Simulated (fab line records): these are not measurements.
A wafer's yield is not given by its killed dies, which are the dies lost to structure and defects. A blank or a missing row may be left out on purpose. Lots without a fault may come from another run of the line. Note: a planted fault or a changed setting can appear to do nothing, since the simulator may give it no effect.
Check for tools in common	flow nand_harc	Sampled: 14 lots, 42 wafers

== REASON FOR OPENING ==
On 2 of the 14 lots, a flag is raised at NHARC_A_CHANNEL_HOLE_D1_CD_MEAS_30 on the reading cd_nm. No-fault wafers: 90.6 nm, standard deviation 1.3.
Rule: a lot is flagged in two cases, either no wafer of it has a number, or all its wafers with numbers fall more than 4 standard deviations from that mean. As for the other lots, they are considered sound.

lot	measured	on	cd_nm (nm), wafer by wafer	flag
L420	day 8 18:22	cd_sem-02	90.6 90.1 88.7	
L421	day 9 08:00	cd_sem-03	91.7 93.2 91.0	
L423	day 10 02:17	cd_sem-02	90.8 91.2 90.0	
L425	day 10 18:50	cd_sem-01	91.0 91.1 91.3	
L426	day 11 04:48	cd_sem-01	89.4 91.0 89.5	
L428	day 12 08:03	cd_sem-01	89.2 87.1 89.7	
L431	day 13 08:51	cd_sem-01	92.1 91.9 92.8	
L434	day 14 22:53	cd_sem-02	90.4 87.5 92.1	
L435	day 15 00:53	cd_sem-02	2.7 0.6 1.8	FLAGGED
L436	day 15 08:19	cd_sem-01	2.7 0.8 2.7	FLAGGED
L437	day 16 01:31	cd_sem-01	90.7 92.4 91.2	
L438	day 16 01:44	cd_sem-03	90.8 89.1 89.3	
L439	day 16 19:04	cd_sem-02	93.8 91.9 92.3	
L441	day 17 20:39	cd_sem-03	90.7 91.6 89.3	
On average the flagged lots' numbers are 1.9 nm, which is -88.7 nm against the usual, or -68 standard deviations.

== WHICH TOOL EACH LOT WENT THROUGH ==
The record keeps 1 process step preceding the reading, out of 1302 steps on the route. Every cell lists first the tool, next ch and the chambers used by the sampled wafers, and last the start.
lot	flag	NHARC_A_CHANNEL_HOLE_D1_ETCH_23
L420		har_etch-02 ch 0,1, day 8 14:30
L421		har_etch-01 ch 0,1, day 9 04:00
L423		har_etch-02 ch 1, day 9 19:26
L425		har_etch-02 ch 0,1, day 10 14:45
L426		har_etch-02 ch 0,1, day 11 00:56
L428		har_etch-01 ch 0,1, day 12 03:58
L431		har_etch-02 ch 0,1, day 13 05:05
L434		har_etch-01 ch 0,1, day 14 18:55
L435	FLAGGED	har_etch-02 ch 0,1, day 14 20:47
L436	FLAGGED	har_etch-01 ch 0,1, day 15 04:16
L437		har_etch-02 ch 0,1, day 15 21:40
L438		har_etch-01 ch 0,1, day 15 21:37
L439		har_etch-01 ch 0,1, day 16 15:20
L441		har_etch-02 ch 0,1, day 17 16:34
What these steps do:
- NHARC_A_CHANNEL_HOLE_D1_ETCH_23: etches the open film in C4F8/O2/Ar, time 819 s, target depth 1600 nm.
- NHARC_A_CHANNEL_HOLE_D1_CD_MEAS_30

== FLAGGED OVER TOTAL, TOOL BY TOOL (the gauges that took the reading come last) ==
step	tool	lots run	flagged	share of the flagged lots	sound lots run after its first flagged lot
NHARC_A_CHANNEL_HOLE_D1_ETCH_23	har_etch-01	6	1	some	2 (L438,L439)
NHARC_A_CHANNEL_HOLE_D1_ETCH_23	har_etch-02	8	1	some	2 (L437,L441)
NHARC_A_CHANNEL_HOLE_D1_CD_MEAS_30	cd_sem-01	6	1	some	1 (L437)
NHARC_A_CHANNEL_HOLE_D1_CD_MEAS_30	cd_sem-02	5	1	some	1 (L439)
NHARC_A_CHANNEL_HOLE_D1_CD_MEAS_30	cd_sem-03	3	0	none	-

== WHAT THE TABLE ALLOWS ==
No row of the table ran every flagged lot.

== WHAT THE SIMULATOR HAD INSERTED ==
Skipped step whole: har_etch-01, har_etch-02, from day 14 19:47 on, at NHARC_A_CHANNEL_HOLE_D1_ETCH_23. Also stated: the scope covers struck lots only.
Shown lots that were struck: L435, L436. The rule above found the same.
